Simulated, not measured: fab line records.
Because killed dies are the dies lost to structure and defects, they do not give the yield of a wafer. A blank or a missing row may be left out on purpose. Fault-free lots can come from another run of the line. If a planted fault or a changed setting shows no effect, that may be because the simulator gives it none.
fab line records	flow n5-finfet
record: lots: 10	wafers: 30	last-day: 17
route steps=1938 shown MOL_CONTACT_COAG@540 BEOL_M4@1111
lots that met no fault: from a run of the same line without faults
start-h: hours from the record's opening day to when the first of the lot's shown wafers began	wait-h: time in hours since the lot's previous step	" same as the row above	L1.1+2: several wafers, shown together as one row	- either no value or no given start	* or withheld: withheld	< > ~ a bound
route shown NAME@n: a module of which the file shows steps, and the number in the route of the first	usual: the fault-free wafers' mean and standard deviation	same: alike in all rows	chamber/n: place in a boat	sites: per-site readings	_std_site: their standard deviation	_edge_site: inner sites' mean taken away from outer sites' mean	radius-mm: for every site, how far away it sits from the centre of the wafer	mask NAME#n: copy n	behind: tool/chamber where the wafer was last shaped	hold: cause of the lot's hold/its duration in hours/its outcome	device: transistor that didn't switch, given as n, p or np	end of line: tests of these same wafers at the route's end	a step without rows: its recipe alone	killed: not the wafer's yield, but the dies lost to structure and defects at the first sort	map: the dies of a wafer, with x for killed, . for not killed, _ for no die there
set.NAME: the setting that was run; set.NAME@STEP: the one run at that earlier step	model.NAME: the simulator's own value behind a step, which no gauge read
a sample of lots followed through the steps of the route, with each step as a table and each wafer as a row
services: a tool's chamber out of use, with start hour (start-h, from the record's first day; less than 0 if before it), hours out, and reason
== steps ==
step: N5_MOL_CONTACT_COAG_CD_MEAS_99
recipe: target-cd-nm: 17.2	polarity: opening
usual: cd-nm: 17.4/0.35
lot.wafer	tool	chamber	start-h	wait-h	cd-nm
L112.2	cd-sem-01	-	105.77	-	17.9
L112.3	"	-	"	"	17.7
L112.4	"	-	"	"	17.5
L113.1	cd-sem-01	-	112.92	-	17.1
L113.3	"	-	"	"	17.3
L113.5	"	-	"	"	17.8
L116.1	cd-sem-01	-	132.06	-	17.7
L116.5	"	-	"	"	17.5
L116.6	"	-	"	"	16.9
L117.1	cd-sem-03	-	136.46	-	17.4
L117.4	"	-	"	"	17.7
L117.6	"	-	"	"	17.8
L123.3	cd-sem-03	-	171.63	-	16.6
L123.4	"	-	"	"	17.0
L123.6	"	-	"	"	16.8
L126.1	cd-sem-02	-	193.86	-	17.5
L126.4	"	-	"	"	17.8
L126.5	"	-	"	"	17.4
L127.1	cd-sem-01	-	195.44	-	17.5
L127.2	"	-	"	"	17.5
L127.5	"	-	"	"	17.6
L129.2	cd-sem-01	-	212.34	-	18.1
L129.3	"	-	"	"	17.7
L129.6	"	-	"	"	17.9
L131.1	cd-sem-02	-	219.70	-	17.0
L131.4	"	-	"	"	16.7
L131.5	"	-	"	"	17.0
L132.2	cd-sem-02	-	225.20	-	17.2
L132.4	"	-	"	"	16.9
L132.5	"	-	"	"	17.6
step: N5_MOL_CONTACT_COAG_ALD_20
recipe: material: TiN	target-thk-a: 15	temp-c: 400	ald-precursor-family: TiCl4	ald-co-reactant: NH3	pulse-time-s: 1	purge-time-s: 3	co-reactant-purge-time-s: 2	co-reactant-pulse-time-s: 2	ald-cycles: 68	pressure-torr: 3
usual: heater-power-outer-w: 528/35	heater-power-w: 841/46	precursor-pulse-height-rel: 0.998/0.02
same: pulse-time-s: 1
lot.wafer	tool	chamber	start-h	wait-h	heater-power-outer-w	heater-power-w	precursor-pulse-height-rel
L112.2	ald-metal-02	0	106.95	0.1	504	821	0.990
L112.3	"	3	"	"	493	817	0.999
L112.4	"	2	"	"	535	815	0.997
L113.1	ald-metal-03	1	113.55	0.1	583	925	0.994
L113.3	"	3	"	"	627	934	0.983
L113.5	"	1	"	"	568	921	0.983
L116.1	ald-metal-03	1	132.71	0.1	568	919	0.997
L116.5	"	3	"	"	626	923	0.981
L116.6	"	0	"	"	547	906	1.002
L117.1	ald-metal-02	3	137.51	0.1	514	800	1.003
L117.4	"	2	"	"	529	833	0.999
L117.6	"	3	"	"	497	821	1.031
L123.3	ald-metal-04	2	172.84	0.1	545	879	1.009
L123.4	"	1	"	"	540	808	0.993
L123.6	"	3	"	"	494	801	0.969
L126.1	ald-metal-02	2	194.47	0.1	534	820	0.990
L126.4	"	3	"	"	511	805	1.012
L126.5	"	1	"	"	534	846	0.971
L127.1	ald-metal-04	1	197.81	0.1	524	792	0.996
L127.2	"	3	"	"	490	789	1.005
L127.5	"	0	"	"	526	838	0.951
L129.2	ald-metal-03	3	217.40	0.1	642	921	0.992
L129.3	"	1	"	"	564	907	1.010
L129.6	"	2	"	"	515	841	0.985
L131.1	ald-metal-04	1	220.72	0.1	537	810	0.997
L131.4	"	2	"	"	539	886	1.042
L131.5	"	2	"	"	541	867	0.996
L132.2	ald-metal-04	0	226.39	0.1	531	818	0.991
L132.4	"	3	"	"	476	787	1.012
L132.5	"	3	"	"	494	802	0.945
step: N5_MOL_CONTACT_COAG_PRE_CLEAN_141
recipe: gas: H2/He	time-s: 60	temp-c: 300
usual: heater-power-w: 444/52
lot.wafer	tool	chamber	start-h	wait-h	heater-power-w
L112.2	pvd-sputter-03	-	107.64	0.2	434
L112.3	"	-	"	"	447
L112.4	"	-	"	"	439
L113.1	pvd-sputter-02	-	114.70	0.7	436
L113.3	"	-	"	"	392
L113.5	"	-	"	"	380
L116.1	pvd-sputter-02	-	133.52	0.3	538
L116.5	"	-	"	"	414
L116.6	"	-	"	"	545
L117.1	pvd-sputter-03	-	138.22	0.3	476
L117.4	"	-	"	"	458
L117.6	"	-	"	"	445
L123.3	pvd-sputter-02	-	173.76	0.5	451
L123.4	"	-	"	"	405
L123.6	"	-	"	"	439
L126.1	pvd-sputter-02	-	197.53	2.5	549
L126.4	"	-	"	"	402
L126.5	"	-	"	"	406
L127.1	pvd-sputter-03	-	198.45	0.2	456
L127.2	"	-	"	"	429
L127.5	"	-	"	"	448
L129.2	pvd-sputter-02	-	218.66	0.7	436
L129.3	"	-	"	"	381
L129.6	"	-	"	"	414
L131.1	pvd-sputter-02	-	222.04	0.9	442
L131.4	"	-	"	"	390
L131.5	"	-	"	"	554
L132.2	pvd-sputter-02	-	227.65	0.8	398
L132.4	"	-	"	"	415
L132.5	"	-	"	"	446
step: N5_MOL_CONTACT_COAG_ALD_27
recipe: material: SiOC	target-thk-a: 170	temp-c: 400	ald-precursor-family: carbosiloxane	ald-co-reactant: H2-plasma	pulse-time-s: 1.5	time-s: 2720	purge-time-s: 2	co-reactant-purge-time-s: 2	ald-cycles: 340	pressure-torr: 2
usual: heater-power-outer-w: 521/94	heater-power-w: 838/140	precursor-pulse-height-rel: 1.000/0.018	run-length-s: 2770.2/0.57	time-s: 2720/0
same: pulse-time-s: 1.5
lot.wafer	tool	chamber	start-h	wait-h	heater-power-outer-w	heater-power-w	precursor-pulse-height-rel	run-length-s	time-s
L112.2	ald-sin-01	3	111.45	0.0	502	882	0.991	2770.7	2720
L112.3	"	0	"	"	488	781	1.012	2771.6	2720
L112.4	"	1	"	"	436	690	0.994	2770.0	2720
L113.1	ald-sin-01	2	120.31	0.8	642	959	0.986	2770.1	2720
L113.3	"	0	"	"	457	795	1.011	2771.8	2720
L113.5	"	2	"	"	620	1002	0.965	2770.3	2720
L116.1	ald-sin-04	0	138.32	0.0	452	830	0.968	2769.9	2720
L116.5	"	3	"	"	455	781	0.994	2769.6	2720
L116.6	"	2	"	"	440	730	1.003	2770.3	2720
L117.1	ald-sin-01	2	141.91	0.0	623	983	0.992	2770.3	2720
L117.4	"	1	"	"	459	682	0.996	2770.3	2720
L117.6	"	0	"	"	478	784	1.002	2386.5	2335.4
L123.3	ald-sin-03	0	177.12	0.0	431	657	1.005	2771.2	2720
L123.4	"	2	"	"	613	950	0.993	2769.4	2720
L123.6	"	2	"	"	612	958	0.961	2769.3	2720
L126.1	ald-sin-03	0	201.66	0.0	430	679	0.984	2771.5	2720
L126.4	"	2	"	"	617	994	0.991	2769.9	2720
L126.5	"	1	"	"	747	1133	1.001	2769.8	2720
L127.1	ald-sin-01	2	202.14	0.0	619	981	1.011	2770.7	2720
L127.2	"	1	"	"	469	688	0.972	2769.7	2720
L127.5	"	2	"	"	639	975	0.998	2770.5	2720
L129.2	ald-sin-03	3	222.44	0.0	579	890	1.017	2769.9	2720
L129.3	"	2	"	"	633	998	1.034	2769.2	2720
L129.6	"	2	"	"	610	955	1.007	2769.4	2720
L131.1	ald-sin-04	3	225.34	0.5	495	814	1.000	2769.4	2720
L131.4	"	0	"	"	424	733	0.997	2770.0	2720
L131.5	"	1	"	"	398	685	1.007	2771.2	2720
L132.2	ald-sin-03	1	231.27	0.0	751	1137	0.989	2770.2	2720
L132.4	"	3	"	"	593	898	0.992	2770.1	2720
L132.5	"	2	"	"	614	983	0.999	2769.6	2720
step: N5_BEOL_M4_RC_MEAS_101
usual: DIBL_N: 36.8/1.5	DIBL_P: 37.1/2.1	IOFF_N: 0.168/0.03	IOFF_P: 0.22/0.034	ION_N: 679/12	ION_P: 466/8	SS_N: 71.7/0.58	SS_P: 73.5/0.67	VT_N: 248.8/2.7	VT_P: -250/3.3
lot.wafer	tool	chamber	start-h	wait-h	DIBL_N[mV/V]	DIBL_P[mV/V]	IOFF_N[nA/um]	IOFF_P[nA/um]	ION_N[uA/um]	ION_P[uA/um]	SS_N[mV/dec]	SS_P[mV/dec]	VT_N[mV]	VT_P[mV]
L113.1	prober-02	0	179.56	0.0	36.4	37.5	0.165	0.22	677	468	71.8	72.7	247.4	-253
L113.3	"	0	"	"	38.7	40.5	0.200	0.27	687	468	72.6	74.0	246.2	-247
L113.5	"	0	"	"	36.0	37.8	0.152	0.23	679	468	71.0	72.7	251.6	-246
L112.2	prober-02	0	181.93	0.2	36.8	36.8	0.162	0.26	690	482	71.3	73.5	248.8	-246
L112.3	"	0	"	"	37.9	38.8	0.184	0.29	689	479	71.8	74.2	249.6	-242
L112.4	"	0	"	"	37.9	37.6	0.190	0.26	704	486	71.9	73.5	246.3	-246
L116.1	prober-02	0	207.27	0.0	39.4	37.8	0.201	0.25	695	471	71.9	74.3	248.2	-249
L116.5	"	0	"	"	37.6	36.6	0.169	0.23	684	466	72.0	73.3	250.7	-246
L116.6	"	0	"	"	37.8	37.7	0.178	0.25	695	478	72.0	73.8	247.1	-243
L117.1	prober-02	0	211.98	0.0	38.5	38.9	0.202	0.22	682	455	72.4	74.0	246.2	-250
L117.4	"	0	"	"	35.3	36.3	0.153	0.19	678	466	72.1	73.2	250.0	-253
L117.6	"	0	"	"	37.8	39.0	0.204	0.24	696	467	72.0	74.1	245.2	-249
L123.3	prober-02	0	246.82	0.3	41.2	40.8	0.240	0.32	677	468	72.2	76.2	245.5	-248
L123.4	"	0	"	"	36.5	34.4	0.138	0.21	662	464	71.1	73.5	253.0	-251
L123.6	"	0	"	"	35.5	32.9	0.124	0.18	657	455	71.1	72.4	253.3	-249
L127.1	prober-01	0	268.45	0.0	38.4	38.2	0.189	0.24	696	480	72.0	73.4	246.2	-250
L127.2	"	0	"	"	37.9	37.6	0.169	0.24	677	464	71.6	73.5	245.0	-249
L127.5	"	0	"	"	37.8	38.1	0.193	0.25	708	484	72.4	74.2	243.7	-245
L126.1	prober-01	0	269.38	0.0	35.7	36.8	0.139	0.22	681	472	71.1	73.4	252.4	-251
L126.4	"	0	"	"	33.8	33.9	0.118	0.17	674	468	70.9	72.4	253.6	-252
L126.5	"	0	"	"	37.9	39.5	0.169	0.27	676	471	71.7	73.9	244.6	-246
L129.2	prober-02	0	294.62	0.2	38.9	37.8	0.177	0.19	678	460	72.3	73.9	247.2	-256
L129.3	"	0	"	"	36.8	35.5	0.135	0.17	675	459	70.8	73.3	254.0	-256
L129.6	"	0	"	"	38.6	36.7	0.174	0.18	683	462	72.4	73.7	249.3	-257
L131.1	prober-02	0	296.59	0.0	33.4	33.0	0.126	0.19	679	469	71.3	72.9	252.8	-251
L131.4	"	0	"	"	34.7	34.8	0.147	0.22	681	472	71.5	73.4	252.4	-247
L131.5	"	0	"	"	36.5	36.2	0.164	0.26	678	474	72.4	73.0	248.7	-246
L132.2	prober-01	0	314.67	0.2	37.7	38.6	0.167	0.25	676	467	71.3	73.1	249.5	-246
L132.4	"	0	"	"	38.0	37.2	0.171	0.22	680	469	71.0	72.6	249.2	-248
L132.5	"	0	"	"	35.4	34.7	0.135	0.18	667	455	71.3	72.9	252.4	-251
== services ==
tool	chamber	start-h	hours	kind
ald-sin-03	-	85.32	14.0	pm
ald-sin-03	0	85.32	14.0	vent-cycle
ald-sin-03	1	85.32	14.0	vent-cycle
ald-sin-03	2	85.32	14.0	vent-cycle
ald-sin-03	3	85.32	14.0	vent-cycle
ald-metal-03	0	87.98	6.5	repair
ald-sin-03	0	99.32	-	clean
ald-sin-03	1	99.32	-	clean
ald-sin-03	2	99.32	-	clean
ald-sin-03	3	99.32	-	clean
ald-sin-04	-	115.62	1.8	repair
ald-metal-02	-	116.98	0.9	repair
ald-metal-04	-	130.95	8.7	pm
ald-metal-03	2	131.81	1.9	repair
ald-metal-02	1	140.20	31.7	repair
pvd-sputter-02	-	153.89	1.6	repair
ald-sin-04	-	176.82	14.0	pm
ald-sin-04	0	176.82	14.0	vent-cycle
ald-sin-04	1	176.82	14.0	vent-cycle
ald-sin-04	2	176.82	14.0	vent-cycle
ald-sin-04	3	176.82	14.0	vent-cycle
ald-sin-04	0	190.82	-	clean
ald-sin-04	1	190.82	-	clean
ald-metal-04	2	203.07	3.3	repair
== key ==
first-sign: step: N5_MOL_CONTACT_COAG_ALD_27	reading: time-s	direction: down	sigmas: 99+	usual: *	struck: *
effect: step: N5_MOL_CONTACT_COAG_ALD_27	reading: run-length-s	direction: down	sigmas: 99+	usual: *	struck: *
met-at N5_MOL_CONTACT_COAG_ALD_27
struck-lots L117
struck-wafers L117.6
not-acting-at N5_MOL_CONTACT_COAG_CD_MEAS_99,N5_MOL_CONTACT_COAG_ALD_20,N5_MOL_CONTACT_COAG_PRE_CLEAN_141
onset-between 120.31 141.91
fault: kind: process-parameter-drift	tool: ald-sin-01	chamber: 0	onset-h: 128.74	steps: N5_MOL_CONTACT_COAG_ALD_27	channel: time-s	offset: *	shape: step	end-h: 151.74	stated: *
